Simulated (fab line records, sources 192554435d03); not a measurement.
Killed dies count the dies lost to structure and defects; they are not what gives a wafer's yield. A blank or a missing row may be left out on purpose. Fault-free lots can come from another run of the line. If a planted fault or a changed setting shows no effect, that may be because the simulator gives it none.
fab line records / flow n5-finfet
[record] lots = 6 wafers = 17 last-day = 18
route steps=1938 shown BEOL_M0@729 BEOL_M4@1111
lots that met no fault: from a run of the same line without faults
start-h: hours from the record's opening day to when the first of the lot's shown wafers began / wait-h: hours from the lot's prior step to this one / " identical to the entry in the row above / L1.1+2: a single row standing in for several wafers / - no value present, or no start provided / * or withheld: withheld / < > ~ a bound
route shown NAME@n: names a module that has steps shown in the file, with the first one's number in the route / usual: the fault-free wafers' mean and standard deviation / same: alike in all rows / chamber/n: place in a boat / sites: readings site by site / _std_site: the values' standard deviation / _edge_site: outer sites' mean less inner sites' / radius-mm: how far each site lies from the wafer's centre / mask NAME#n: copy n / behind: the most recent tool/chamber to have shaped the wafer / hold: why the lot was held/for how many hours/how that ended / device: which transistor (n, p or np) failed to switch / end of line: the tests these same wafers got at the end of their route / where a step has no rows: the recipe by itself / killed: dies that structure and defects cost at the first sort, which is not the same as the wafer's yield / map: a wafer's dies, marking killed ones x, the rest . and places with no die _
set.NAME: the setting the step ran with; set.NAME@STEP: the setting that earlier step ran with / model.NAME: the simulator's own value behind a step, which no gauge read
a table for each step, a row for each wafer; lots at some steps of the route
services: from which hour (start-h, from the record's first day; less than 0 if before it) a tool's chamber was out of use, for how many hours, and why
[[steps]]
[step N5_BEOL_M0_DEGAS_112]
[recipe] ambient = vacuum temp-c = 250 time-s = 60
[step N5_BEOL_M0_PRE_CLEAN_113]
[recipe] gas = H2/He time-s = 30 temp-c = 250
[usual] heater-power-w = 325/22
lot.wafer=L658.1 tool=pvd-sputter-01 chamber=- start-h=143.43 wait-h=0.0 heater-power-w=327
lot.wafer=L658.2 tool=pvd-sputter-01 chamber=- start-h=143.43 wait-h=0.0 heater-power-w=309
lot.wafer=L658.5 tool=pvd-sputter-01 chamber=- start-h=143.43 wait-h=0.0 heater-power-w=320
lot.wafer=L659.2 tool=pvd-sputter-01 chamber=- start-h=150.37 wait-h=0.0 heater-power-w=314
lot.wafer=L659.5 tool=pvd-sputter-01 chamber=- start-h=150.37 wait-h=0.0 heater-power-w=330
lot.wafer=L659.6 tool=pvd-sputter-01 chamber=- start-h=150.37 wait-h=0.0 heater-power-w=303
lot.wafer=L668.1 tool=pvd-sputter-01 chamber=- start-h=215.44 wait-h=0.0 heater-power-w=309
lot.wafer=L668.3 tool=pvd-sputter-01 chamber=- start-h=215.44 wait-h=0.0 heater-power-w=308
lot.wafer=L668.5 tool=pvd-sputter-01 chamber=- start-h=215.44 wait-h=0.0 heater-power-w=304
lot.wafer=L672.3 tool=pvd-sputter-01 chamber=- start-h=237.09 wait-h=0.0 heater-power-w=321
lot.wafer=L672.4 tool=pvd-sputter-01 chamber=- start-h=237.09 wait-h=0.0 heater-power-w=300
lot.wafer=L672.5 tool=pvd-sputter-01 chamber=- start-h=237.09 wait-h=0.0 heater-power-w=331
lot.wafer=L674.1 tool=pvd-sputter-03 chamber=- start-h=249.65 wait-h=0.0 heater-power-w=356
lot.wafer=L674.5 tool=pvd-sputter-03 chamber=- start-h=249.65 wait-h=0.0 heater-power-w=314
lot.wafer=L675.1 tool=pvd-sputter-01 chamber=- start-h=258.58 wait-h=0.0 heater-power-w=306
lot.wafer=L675.2 tool=pvd-sputter-01 chamber=- start-h=258.58 wait-h=0.0 heater-power-w=295
lot.wafer=L675.3 tool=pvd-sputter-01 chamber=- start-h=258.58 wait-h=0.0 heater-power-w=304
[step N5_BEOL_M0_ALD_136]
[recipe] material = TaN target-thk-a = * temp-c = 275 ald-precursor-family = PDMAT ald-co-reactant = NH3 pressure-torr = 3 carrier-flow-sccm = 1500 pulse-time-s = 2 purge-time-s = 3 co-reactant-purge-time-s = 2 co-reactant-pulse-time-s = 3 ald-cycles = 30 precursor-vessel-temp-c = 75 precursor-vessel-pressure-torr = 26.25 precursor-vessel-carrier-sccm = 1000
[usual] chamber-pressure-Torr = 3.000/0.0063 heater-power-w = 416/33 mfc-carrier-sccm = 1501/4.2
[same] ald-cycles = 30 purge-time-s = 3
lot.wafer=L658.1 tool=ald-metal-03 chamber=0 start-h=143.49 wait-h=0.0 chamber-pressure-Torr=3.008 heater-power-w=422 mfc-carrier-sccm=1495
lot.wafer=L658.2 tool=ald-metal-03 chamber=1 start-h=143.49 wait-h=0.0 chamber-pressure-Torr=2.984 heater-power-w=486 mfc-carrier-sccm=1497
lot.wafer=L658.5 tool=ald-metal-03 chamber=3 start-h=143.49 wait-h=0.0 chamber-pressure-Torr=3.009 heater-power-w=355 mfc-carrier-sccm=1500
lot.wafer=L659.2 tool=ald-metal-02 chamber=3 start-h=150.46 wait-h=0.1 chamber-pressure-Torr=3.004 heater-power-w=419 mfc-carrier-sccm=1496
lot.wafer=L659.5 tool=ald-metal-02 chamber=2 start-h=150.46 wait-h=0.1 chamber-pressure-Torr=2.996 heater-power-w=386 mfc-carrier-sccm=1499
lot.wafer=L659.6 tool=ald-metal-02 chamber=3 start-h=150.46 wait-h=0.1 chamber-pressure-Torr=3.005 heater-power-w=433 mfc-carrier-sccm=1505
lot.wafer=L668.1 tool=ald-metal-01 chamber=0 start-h=215.50 wait-h=0.0 chamber-pressure-Torr=2.995 heater-power-w=417 mfc-carrier-sccm=1492
lot.wafer=L668.3 tool=ald-metal-01 chamber=1 start-h=215.50 wait-h=0.0 chamber-pressure-Torr=2.996 heater-power-w=398 mfc-carrier-sccm=1498
lot.wafer=L668.5 tool=ald-metal-01 chamber=2 start-h=215.50 wait-h=0.0 chamber-pressure-Torr=2.996 heater-power-w=438 mfc-carrier-sccm=1495
lot.wafer=L672.3 tool=ald-metal-02 chamber=1 start-h=237.18 wait-h=0.1 chamber-pressure-Torr=2.988 heater-power-w=410 mfc-carrier-sccm=1497
lot.wafer=L672.4 tool=ald-metal-02 chamber=0 start-h=237.18 wait-h=0.1 chamber-pressure-Torr=3.007 heater-power-w=417 mfc-carrier-sccm=1505
lot.wafer=L672.5 tool=ald-metal-02 chamber=3 start-h=237.18 wait-h=0.1 chamber-pressure-Torr=3.006 heater-power-w=422 mfc-carrier-sccm=1504
lot.wafer=L674.1 tool=ald-metal-02 chamber=1 start-h=249.71 wait-h=0.0 chamber-pressure-Torr=2.991 heater-power-w=411 mfc-carrier-sccm=1494
lot.wafer=L674.5 tool=ald-metal-02 chamber=1 start-h=249.71 wait-h=0.0 chamber-pressure-Torr=3.005 heater-power-w=415 mfc-carrier-sccm=1495
lot.wafer=L675.1 tool=ald-metal-01 chamber=2 start-h=258.64 wait-h=0.0 chamber-pressure-Torr=3.003 heater-power-w=434 mfc-carrier-sccm=1498
lot.wafer=L675.2 tool=ald-metal-01 chamber=3 start-h=258.64 wait-h=0.0 chamber-pressure-Torr=2.994 heater-power-w=403 mfc-carrier-sccm=1502
lot.wafer=L675.3 tool=ald-metal-01 chamber=1 start-h=258.64 wait-h=0.0 chamber-pressure-Torr=3.002 heater-power-w=399 mfc-carrier-sccm=1503
[step N5_BEOL_M0_SURFACE_TREAT_137]
[recipe] gas = Ar time-s = * ion-energy-ev = * ion-current-ma-cm2 = 0.5 pressure-mtorr = * ar-flow-sccm = 30
[step N5_BEOL_M0_CVD_115]
[recipe] material = Co target-thk-a = * temp-c = withheld precursor = CCTBA/H2 pressure-torr = 30 time-s = 120
[step N5_BEOL_M0_SPUTTER_116]
[recipe] material = Cu target-thk-a = 40 temp-c = -20 chamber-pressure-pa = 0.07 power-w = withheld time-s = 7.37
[usual] throttle-valve-pct = 30.2/0.94
lot.wafer=L658.1 tool=pvd-sputter-01 chamber=- start-h=144.01 wait-h=0.2 throttle-valve-pct=28.9
lot.wafer=L658.2 tool=pvd-sputter-01 chamber=- start-h=144.01 wait-h=0.2 throttle-valve-pct=31.8
lot.wafer=L658.5 tool=pvd-sputter-01 chamber=- start-h=144.01 wait-h=0.2 throttle-valve-pct=30.6
lot.wafer=L659.2 tool=pvd-sputter-02 chamber=- start-h=152.94 wait-h=1.6 throttle-valve-pct=31.9
lot.wafer=L659.5 tool=pvd-sputter-02 chamber=- start-h=152.94 wait-h=1.6 throttle-valve-pct=31.9
lot.wafer=L659.6 tool=pvd-sputter-02 chamber=- start-h=152.94 wait-h=1.6 throttle-valve-pct=29.3
lot.wafer=L668.1 tool=pvd-sputter-01 chamber=- start-h=216.22 wait-h=0.1 throttle-valve-pct=31.3
lot.wafer=L668.3 tool=pvd-sputter-01 chamber=- start-h=216.22 wait-h=0.1 throttle-valve-pct=28.9
lot.wafer=L668.5 tool=pvd-sputter-01 chamber=- start-h=216.22 wait-h=0.1 throttle-valve-pct=30.3
lot.wafer=L672.3 tool=pvd-sputter-03 chamber=- start-h=238.06 wait-h=0.2 throttle-valve-pct=29.7
lot.wafer=L672.4 tool=pvd-sputter-03 chamber=- start-h=238.06 wait-h=0.2 throttle-valve-pct=31.0
lot.wafer=L672.5 tool=pvd-sputter-03 chamber=- start-h=238.06 wait-h=0.2 throttle-valve-pct=30.6
lot.wafer=L674.1 tool=pvd-sputter-03 chamber=- start-h=250.36 wait-h=0.1 throttle-valve-pct=31.5
lot.wafer=L674.5 tool=pvd-sputter-03 chamber=- start-h=250.36 wait-h=0.1 throttle-valve-pct=29.4
lot.wafer=L675.1 tool=pvd-sputter-01 chamber=- start-h=259.10 wait-h=0.1 throttle-valve-pct=28.6
lot.wafer=L675.2 tool=pvd-sputter-01 chamber=- start-h=259.10 wait-h=0.1 throttle-valve-pct=31.5
lot.wafer=L675.3 tool=pvd-sputter-01 chamber=- start-h=259.10 wait-h=0.1 throttle-valve-pct=30.7
[step N5_BEOL_M0_ANNEAL_117]
[recipe] temp-c = 400 time-s = 60 ambient = vacuum
[step N5_BEOL_M0_SPUTTER_132]
[recipe] material = Cu target-thk-a = 40 temp-c = -20 chamber-pressure-pa = 0.07 power-w = withheld time-s = 7.37
[usual] throttle-valve-pct = 30.2/0.96
lot.wafer=L658.1 tool=pvd-sputter-01 chamber=- start-h=144.13 wait-h=0.0 throttle-valve-pct=28.6
lot.wafer=L658.2 tool=pvd-sputter-01 chamber=- start-h=144.13 wait-h=0.0 throttle-valve-pct=31.6
lot.wafer=L658.5 tool=pvd-sputter-01 chamber=- start-h=144.13 wait-h=0.0 throttle-valve-pct=30.4
lot.wafer=L659.2 tool=pvd-sputter-02 chamber=- start-h=153.06 wait-h=0.0 throttle-valve-pct=31.9
lot.wafer=L659.5 tool=pvd-sputter-02 chamber=- start-h=153.06 wait-h=0.0 throttle-valve-pct=31.9
lot.wafer=L659.6 tool=pvd-sputter-02 chamber=- start-h=153.06 wait-h=0.0 throttle-valve-pct=29.6
lot.wafer=L668.1 tool=pvd-sputter-01 chamber=- start-h=216.34 wait-h=0.0 throttle-valve-pct=31.6
lot.wafer=L668.3 tool=pvd-sputter-01 chamber=- start-h=216.34 wait-h=0.0 throttle-valve-pct=28.8
lot.wafer=L668.5 tool=pvd-sputter-01 chamber=- start-h=216.34 wait-h=0.0 throttle-valve-pct=30.2
lot.wafer=L672.3 tool=pvd-sputter-03 chamber=- start-h=238.18 wait-h=0.0 throttle-valve-pct=29.7
lot.wafer=L672.4 tool=pvd-sputter-03 chamber=- start-h=238.18 wait-h=0.0 throttle-valve-pct=30.7
lot.wafer=L672.5 tool=pvd-sputter-03 chamber=- start-h=238.18 wait-h=0.0 throttle-valve-pct=30.5
lot.wafer=L674.1 tool=pvd-sputter-03 chamber=- start-h=250.48 wait-h=0.0 throttle-valve-pct=31.5
lot.wafer=L674.5 tool=pvd-sputter-03 chamber=- start-h=250.48 wait-h=0.0 throttle-valve-pct=29.7
lot.wafer=L675.1 tool=pvd-sputter-01 chamber=- start-h=259.22 wait-h=0.0 throttle-valve-pct=28.6
lot.wafer=L675.2 tool=pvd-sputter-01 chamber=- start-h=259.22 wait-h=0.0 throttle-valve-pct=31.9
lot.wafer=L675.3 tool=pvd-sputter-01 chamber=- start-h=259.22 wait-h=0.0 throttle-valve-pct=30.8
[step N5_BEOL_M0_ANNEAL_133]
[recipe] temp-c = 400 time-s = 60 ambient = vacuum
[usual] heater-power-w = 816/58
lot.wafer=L658.1 tool=pvd-sputter-01 chamber=- start-h=144.21 wait-h=0.0 heater-power-w=757
lot.wafer=L658.2 tool=pvd-sputter-01 chamber=- start-h=144.21 wait-h=0.0 heater-power-w=771
lot.wafer=L658.5 tool=pvd-sputter-01 chamber=- start-h=144.21 wait-h=0.0 heater-power-w=815
lot.wafer=L659.2 tool=pvd-sputter-02 chamber=- start-h=153.14 wait-h=0.0 heater-power-w=883
lot.wafer=L659.5 tool=pvd-sputter-02 chamber=- start-h=153.14 wait-h=0.0 heater-power-w=884
lot.wafer=L659.6 tool=pvd-sputter-02 chamber=- start-h=153.14 wait-h=0.0 heater-power-w=761
lot.wafer=L668.1 tool=pvd-sputter-01 chamber=- start-h=216.42 wait-h=0.0 heater-power-w=759
lot.wafer=L668.3 tool=pvd-sputter-01 chamber=- start-h=216.42 wait-h=0.0 heater-power-w=775
lot.wafer=L668.5 tool=pvd-sputter-01 chamber=- start-h=216.42 wait-h=0.0 heater-power-w=749
lot.wafer=L672.3 tool=pvd-sputter-03 chamber=- start-h=238.26 wait-h=0.0 heater-power-w=879
lot.wafer=L672.4 tool=pvd-sputter-03 chamber=- start-h=238.26 wait-h=0.0 heater-power-w=791
lot.wafer=L672.5 tool=pvd-sputter-03 chamber=- start-h=238.26 wait-h=0.0 heater-power-w=791
lot.wafer=L674.1 tool=pvd-sputter-03 chamber=- start-h=250.56 wait-h=0.0 heater-power-w=769
lot.wafer=L674.5 tool=pvd-sputter-03 chamber=- start-h=250.56 wait-h=0.0 heater-power-w=851
lot.wafer=L675.1 tool=pvd-sputter-01 chamber=- start-h=259.30 wait-h=0.0 heater-power-w=747
lot.wafer=L675.2 tool=pvd-sputter-01 chamber=- start-h=259.30 wait-h=0.0 heater-power-w=769
lot.wafer=L675.3 tool=pvd-sputter-01 chamber=- start-h=259.30 wait-h=0.0 heater-power-w=818
[step N5_BEOL_M0_SPUTTER_134]
[recipe] material = Cu target-thk-a = 40 temp-c = -20 chamber-pressure-pa = 0.07 power-w = withheld time-s = 7.37
[step N5_BEOL_M0_ANNEAL_135]
[recipe] temp-c = 400 time-s = 60 ambient = vacuum
[step N5_BEOL_M0_SPUTTER_141]
[recipe] material = Cu target-thk-a = 40 temp-c = -20 chamber-pressure-pa = 0.07 power-w = withheld time-s = 7.37
[step N5_BEOL_M0_ECD_118]
[recipe] material = Cu target-thk-a = 3000
lot.wafer=L658.1 tool=ecd-cu-01 chamber=0 start-h=144.48 wait-h=0.1 model.Cu_of_BEOL_M0_ECD_118.thk-nm=389
lot.wafer=L658.2 tool=ecd-cu-01 chamber=1 start-h=144.48 wait-h=0.1 model.Cu_of_BEOL_M0_ECD_118.thk-nm=385.6
lot.wafer=L658.5 tool=ecd-cu-01 chamber=1 start-h=144.48 wait-h=0.1 model.Cu_of_BEOL_M0_ECD_118.thk-nm=299.4
lot.wafer=L659.2 tool=ecd-cu-01 chamber=1 start-h=153.42 wait-h=0.1 model.Cu_of_BEOL_M0_ECD_118.thk-nm=390.8
lot.wafer=L659.5 tool=ecd-cu-01 chamber=0 start-h=153.42 wait-h=0.1 model.Cu_of_BEOL_M0_ECD_118.thk-nm=296.8
lot.wafer=L659.6 tool=ecd-cu-01 chamber=1 start-h=153.42 wait-h=0.1 model.Cu_of_BEOL_M0_ECD_118.thk-nm=387
lot.wafer=L668.1 tool=ecd-cu-02 chamber=0 start-h=216.70 wait-h=0.1 model.Cu_of_BEOL_M0_ECD_118.thk-nm=298.4
lot.wafer=L668.3 tool=ecd-cu-02 chamber=1 start-h=216.70 wait-h=0.1 model.Cu_of_BEOL_M0_ECD_118.thk-nm=298.2
lot.wafer=L668.5 tool=ecd-cu-02 chamber=1 start-h=216.70 wait-h=0.1 model.Cu_of_BEOL_M0_ECD_118.thk-nm=297.8
lot.wafer=L672.3 tool=ecd-cu-02 chamber=1 start-h=238.55 wait-h=0.1 model.Cu_of_BEOL_M0_ECD_118.thk-nm=302.2
lot.wafer=L672.4+5 tool=ecd-cu-02 chamber=0 start-h=238.55 wait-h=0.1 model.Cu_of_BEOL_M0_ECD_118.thk-nm=299.8
lot.wafer=L674.1 tool=ecd-cu-01 chamber=1 start-h=250.83 wait-h=0.1 model.Cu_of_BEOL_M0_ECD_118.thk-nm=299.8
lot.wafer=L674.5 tool=ecd-cu-01 chamber=1 start-h=250.83 wait-h=0.1 model.Cu_of_BEOL_M0_ECD_118.thk-nm=301.4
lot.wafer=L675.1 tool=ecd-cu-02 chamber=1 start-h=259.57 wait-h=0.1 model.Cu_of_BEOL_M0_ECD_118.thk-nm=301.6
lot.wafer=L675.2 tool=ecd-cu-02 chamber=0 start-h=259.57 wait-h=0.1 model.Cu_of_BEOL_M0_ECD_118.thk-nm=299.2
lot.wafer=L675.3 tool=ecd-cu-02 chamber=0 start-h=259.57 wait-h=0.1 model.Cu_of_BEOL_M0_ECD_118.thk-nm=300.8
[step N5_BEOL_M0_ANNEAL_119]
[recipe] temp-c = 225 time-s = 90 ambient = N2
[step N5_BEOL_M0_CMP_120]
[recipe] stop-on = SiOC t-overpolish-s = 6.9 down-force-psi = 1 platen-rpm = 50 clearing-platen-down-force-psi = 1.5 clearing-platen-rpm = 50 post-cmp-clean = cu-alkaline clearing-platen-pad-velocity-m-s = 0.99484 pad-velocity-m-s = 0.99484
[usual] motor-current-A = 6.0/0.61 retaining-ring-pressure-frac = 1.000/0.0048 time-to-endpoint-s = 63/4.7
lot.wafer=L658.2 tool=cmp-01 chamber=3 start-h=144.90 wait-h=0.2 motor-current-A=4.8 retaining-ring-pressure-frac=1.002 time-to-endpoint-s=82
lot.wafer=L658.1 tool=cmp-01 chamber=1 start-h=144.90 wait-h=0.2 motor-current-A=7.3 retaining-ring-pressure-frac=1.006 time-to-endpoint-s=76
lot.wafer=L658.5 tool=cmp-01 chamber=3 start-h=144.90 wait-h=0.2 motor-current-A=5.2 retaining-ring-pressure-frac=1.000 time-to-endpoint-s=62
lot.wafer=L659.2 tool=cmp-01 chamber=2 start-h=153.83 wait-h=0.2 motor-current-A=6.0 retaining-ring-pressure-frac=1.005 time-to-endpoint-s=87
lot.wafer=L659.5 tool=cmp-01 chamber=1 start-h=153.83 wait-h=0.2 motor-current-A=7.4 retaining-ring-pressure-frac=0.997 time-to-endpoint-s=54
lot.wafer=L659.6 tool=cmp-01 chamber=2 start-h=153.83 wait-h=0.2 motor-current-A=6.0 retaining-ring-pressure-frac=1.001 time-to-endpoint-s=83
lot.wafer=L668.1 tool=cmp-01 chamber=2 start-h=218.03 wait-h=0.3 motor-current-A=6.2 retaining-ring-pressure-frac=1.006 time-to-endpoint-s=67
lot.wafer=L668.3 tool=cmp-01 chamber=1 start-h=218.03 wait-h=0.3 motor-current-A=7.1 retaining-ring-pressure-frac=0.998 time-to-endpoint-s=55
lot.wafer=L668.5 tool=cmp-01 chamber=3 start-h=218.03 wait-h=0.3 motor-current-A=5.0 retaining-ring-pressure-frac=1.010 time-to-endpoint-s=60
lot.wafer=L672.4 tool=cmp-03 chamber=1 start-h=238.91 wait-h=0.1 motor-current-A=5.7 retaining-ring-pressure-frac=1.002 time-to-endpoint-s=73
lot.wafer=L672.3 tool=cmp-03 chamber=3 start-h=238.91 wait-h=0.1 motor-current-A=5.5 retaining-ring-pressure-frac=0.998 time-to-endpoint-s=63
lot.wafer=L672.5 tool=cmp-03 chamber=2 start-h=238.91 wait-h=0.1 motor-current-A=7.0 retaining-ring-pressure-frac=0.999 time-to-endpoint-s=61
lot.wafer=L674.1 tool=cmp-02 chamber=3 start-h=251.29 wait-h=0.3 motor-current-A=6.8 retaining-ring-pressure-frac=0.998 time-to-endpoint-s=58
lot.wafer=L674.5 tool=cmp-02 chamber=2 start-h=251.29 wait-h=0.3 motor-current-A=5.8 retaining-ring-pressure-frac=0.998 time-to-endpoint-s=58
lot.wafer=L675.3 tool=cmp-01 chamber=3 start-h=259.95 wait-h=0.2 motor-current-A=4.9 retaining-ring-pressure-frac=0.995 time-to-endpoint-s=64
lot.wafer=L675.2 tool=cmp-01 chamber=0 start-h=259.95 wait-h=0.2 motor-current-A=5.5 retaining-ring-pressure-frac=0.998 time-to-endpoint-s=56
lot.wafer=L675.1 tool=cmp-01 chamber=2 start-h=259.95 wait-h=0.2 motor-current-A=5.8 retaining-ring-pressure-frac=1.008 time-to-endpoint-s=67
[step N5_BEOL_M4_RC_MEAS_101]
[usual] DIBL_N = 36.1/2 DIBL_P = 36.3/2.5 IOFF_N = 0.16/0.037 IOFF_P = 0.21/0.039 ION_N = 678/15 ION_P = 465/8.7 SS_N = 71.4/0.7 SS_P = 73.3/0.74 VT_N = 249/3.6 VT_P = -250.0/2.9
lot.wafer=L658.1 tool=prober-02 chamber=0 start-h=197.80 wait-h=0.0 DIBL_N[mV/V]=33.9 DIBL_P[mV/V]=35.8 IOFF_N[nA/um]=0.13 IOFF_P[nA/um]=0.19 ION_N[uA/um]=665 ION_P[uA/um]=464 SS_N[mV/dec]=71.0 SS_P[mV/dec]=72.8 VT_N[mV]=254 VT_P[mV]=-252.9
lot.wafer=L658.2 tool=prober-02 chamber=0 start-h=197.80 wait-h=0.0 DIBL_N[mV/V]=36.1 DIBL_P[mV/V]=37.4 IOFF_N[nA/um]=0.16 IOFF_P[nA/um]=0.20 ION_N[uA/um]=682 ION_P[uA/um]=467 SS_N[mV/dec]=71.2 SS_P[mV/dec]=73.4 VT_N[mV]=251 VT_P[mV]=-253.5
lot.wafer=L658.5 tool=prober-02 chamber=0 start-h=197.80 wait-h=0.0 DIBL_N[mV/V]=33.3 DIBL_P[mV/V]=34.6 IOFF_N[nA/um]=0.12 IOFF_P[nA/um]=0.18 ION_N[uA/um]=668 ION_P[uA/um]=462 SS_N[mV/dec]=70.1 SS_P[mV/dec]=73.2 VT_N[mV]=255 VT_P[mV]=-254.2
lot.wafer=L659.2 tool=prober-01 chamber=0 start-h=198.62 wait-h=0.3 DIBL_N[mV/V]=35.9 DIBL_P[mV/V]=36.7 IOFF_N[nA/um]=0.17 IOFF_P[nA/um]=0.19 ION_N[uA/um]=696 ION_P[uA/um]=466 SS_N[mV/dec]=71.3 SS_P[mV/dec]=73.4 VT_N[mV]=249 VT_P[mV]=-250.6
lot.wafer=L659.5 tool=prober-01 chamber=0 start-h=198.62 wait-h=0.3 DIBL_N[mV/V]=33.3 DIBL_P[mV/V]=33.6 IOFF_N[nA/um]=0.12 IOFF_P[nA/um]=0.16 ION_N[uA/um]=678 ION_P[uA/um]=460 SS_N[mV/dec]=70.2 SS_P[mV/dec]=72.2 VT_N[mV]=251 VT_P[mV]=-255.6
lot.wafer=L659.6 tool=prober-01 chamber=0 start-h=198.62 wait-h=0.3 DIBL_N[mV/V]=34.7 DIBL_P[mV/V]=36.6 IOFF_N[nA/um]=0.15 IOFF_P[nA/um]=0.21 ION_N[uA/um]=692 ION_P[uA/um]=477 SS_N[mV/dec]=71.9 SS_P[mV/dec]=73.4 VT_N[mV]=248 VT_P[mV]=-249.1
lot.wafer=L668.1 tool=prober-02 chamber=0 start-h=284.88 wait-h=0.5 DIBL_N[mV/V]=37.0 DIBL_P[mV/V]=37.8 IOFF_N[nA/um]=0.20 IOFF_P[nA/um]=0.24 ION_N[uA/um]=703 ION_P[uA/um]=472 SS_N[mV/dec]=70.9 SS_P[mV/dec]=73.6 VT_N[mV]=247 VT_P[mV]=-248.4
lot.wafer=L668.3 tool=prober-02 chamber=0 start-h=284.88 wait-h=0.5 DIBL_N[mV/V]=35.1 DIBL_P[mV/V]=32.8 IOFF_N[nA/um]=0.14 IOFF_P[nA/um]=0.16 ION_N[uA/um]=672 ION_P[uA/um]=454 SS_N[mV/dec]=71.0 SS_P[mV/dec]=72.8 VT_N[mV]=254 VT_P[mV]=-252.4
lot.wafer=L668.5 tool=prober-02 chamber=0 start-h=284.88 wait-h=0.5 DIBL_N[mV/V]=38.4 DIBL_P[mV/V]=38.8 IOFF_N[nA/um]=0.22 IOFF_P[nA/um]=0.26 ION_N[uA/um]=708 ION_P[uA/um]=477 SS_N[mV/dec]=72.1 SS_P[mV/dec]=73.6 VT_N[mV]=246 VT_P[mV]=-246.3
lot.wafer=L674.1 tool=prober-02 chamber=0 start-h=306.06 wait-h=0.0 DIBL_N[mV/V]=36.8 DIBL_P[mV/V]=38.6 IOFF_N[nA/um]=0.19 IOFF_P[nA/um]=0.22 ION_N[uA/um]=713 ION_P[uA/um]=477 SS_N[mV/dec]=71.3 SS_P[mV/dec]=74.0 VT_N[mV]=245 VT_P[mV]=-247.3
lot.wafer=L674.5 tool=prober-02 chamber=0 start-h=306.06 wait-h=0.0 DIBL_N[mV/V]=36.4 DIBL_P[mV/V]=38.1 IOFF_N[nA/um]=0.18 IOFF_P[nA/um]=0.21 ION_N[uA/um]=700 ION_P[uA/um]=469 SS_N[mV/dec]=70.8 SS_P[mV/dec]=73.5 VT_N[mV]=247 VT_P[mV]=-251.2
lot.wafer=L672.3 tool=prober-02 chamber=0 start-h=308.58 wait-h=0.3 DIBL_N[mV/V]=34.3 DIBL_P[mV/V]=35.7 IOFF_N[nA/um]=0.13 IOFF_P[nA/um]=0.20 ION_N[uA/um]=681 ION_P[uA/um]=470 SS_N[mV/dec]=70.7 SS_P[mV/dec]=73.4 VT_N[mV]=254 VT_P[mV]=-250.4
lot.wafer=L672.4 tool=prober-02 chamber=0 start-h=308.58 wait-h=0.3 DIBL_N[mV/V]=34.2 DIBL_P[mV/V]=35.2 IOFF_N[nA/um]=0.14 IOFF_P[nA/um]=0.20 ION_N[uA/um]=667 ION_P[uA/um]=456 SS_N[mV/dec]=70.6 SS_P[mV/dec]=72.8 VT_N[mV]=250 VT_P[mV]=-253.2
lot.wafer=L672.5 tool=prober-02 chamber=0 start-h=308.58 wait-h=0.3 DIBL_N[mV/V]=38.5 DIBL_P[mV/V]=40.9 IOFF_N[nA/um]=0.22 IOFF_P[nA/um]=0.27 ION_N[uA/um]=704 ION_P[uA/um]=481 SS_N[mV/dec]=71.8 SS_P[mV/dec]=73.7 VT_N[mV]=245 VT_P[mV]=-248.8
lot.wafer=L675.1 tool=prober-01 chamber=0 start-h=324.98 wait-h=0.0 DIBL_N[mV/V]=38.4 DIBL_P[mV/V]=39.4 IOFF_N[nA/um]=0.22 IOFF_P[nA/um]=0.26 ION_N[uA/um]=686 ION_P[uA/um]=464 SS_N[mV/dec]=72.2 SS_P[mV/dec]=73.9 VT_N[mV]=245 VT_P[mV]=-245.6
lot.wafer=L675.2 tool=prober-01 chamber=0 start-h=324.98 wait-h=0.0 DIBL_N[mV/V]=32.9 DIBL_P[mV/V]=33.3 IOFF_N[nA/um]=0.13 IOFF_P[nA/um]=0.17 ION_N[uA/um]=672 ION_P[uA/um]=465 SS_N[mV/dec]=70.0 SS_P[mV/dec]=73.2 VT_N[mV]=248 VT_P[mV]=-249.2
lot.wafer=L675.3 tool=prober-01 chamber=0 start-h=324.98 wait-h=0.0 DIBL_N[mV/V]=33.2 DIBL_P[mV/V]=33.9 IOFF_N[nA/um]=0.13 IOFF_P[nA/um]=0.19 ION_N[uA/um]=685 ION_P[uA/um]=481 SS_N[mV/dec]=70.8 SS_P[mV/dec]=72.1 VT_N[mV]=249 VT_P[mV]=-251.4
[[services]]
tool=cmp-03 chamber=- start-h=119.44 hours=0.9 kind=repair
tool=ald-metal-03 chamber=- start-h=129.05 hours=2.8 kind=pm
tool=ecd-cu-02 chamber=- start-h=136.71 hours=2.0 kind=repair
tool=cmp-01 chamber=- start-h=147.27 hours=0.3 kind=repair
tool=ald-metal-02 chamber=1 start-h=151.25 hours=1.7 kind=repair
tool=ald-metal-02 chamber=- start-h=151.83 hours=8.7 kind=pm
tool=cmp-01 chamber=- start-h=151.92 hours=1.6 kind=repair
tool=cmp-02 chamber=- start-h=155.54 hours=2.0 kind=repair
tool=cmp-02 chamber=- start-h=163.44 hours=3.8 kind=pm
tool=ald-metal-01 chamber=- start-h=163.46 hours=14.6 kind=pm
tool=ald-metal-02 chamber=- start-h=178.46 hours=6.0 kind=pm
tool=cmp-03 chamber=- start-h=185.96 hours=4.0 kind=pm
tool=cmp-03 chamber=- start-h=189.96 hours=- kind=consumable-replace:conditioner
tool=cmp-03 chamber=- start-h=189.96 hours=- kind=consumable-replace:pad
tool=cmp-03 chamber=- start-h=202.86 hours=7.1 kind=pm
tool=ald-metal-01 chamber=2 start-h=216.17 hours=2.4 kind=repair
tool=ald-metal-02 chamber=3 start-h=226.31 hours=2.8 kind=repair
tool=ald-metal-01 chamber=0 start-h=244.90 hours=1.6 kind=repair
tool=ald-metal-02 chamber=2 start-h=249.40 hours=6.7 kind=repair
tool=ecd-cu-02 chamber=- start-h=254.18 hours=1.9 kind=repair
tool=ald-metal-01 chamber=0 start-h=255.86 hours=4.0 kind=repair
[[key]]
[first-sign] step = N5_BEOL_M0_CMP_120 reading = time-to-endpoint-s direction = up sigmas = 4 usual = * struck = *
effect none on later readings
[model-effect] step = N5_BEOL_M0_ECD_118 value = Cu_of_BEOL_M0_ECD_118.thk-nm without = 300.7 struck = 388.1
met-at N5_BEOL_M0_ECD_118
struck-wafers L658.1,L658.2,L659.2,L659.6
[fault] kind = process-parameter-drift tool = ecd-cu-01 chamber = - onset-h = 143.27 steps = N5_BEOL_M0_ECD_118 channel = target-thk-a offset = * shape = step end-h = 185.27 scope = struck-wafers-only acts-in = * stated = *
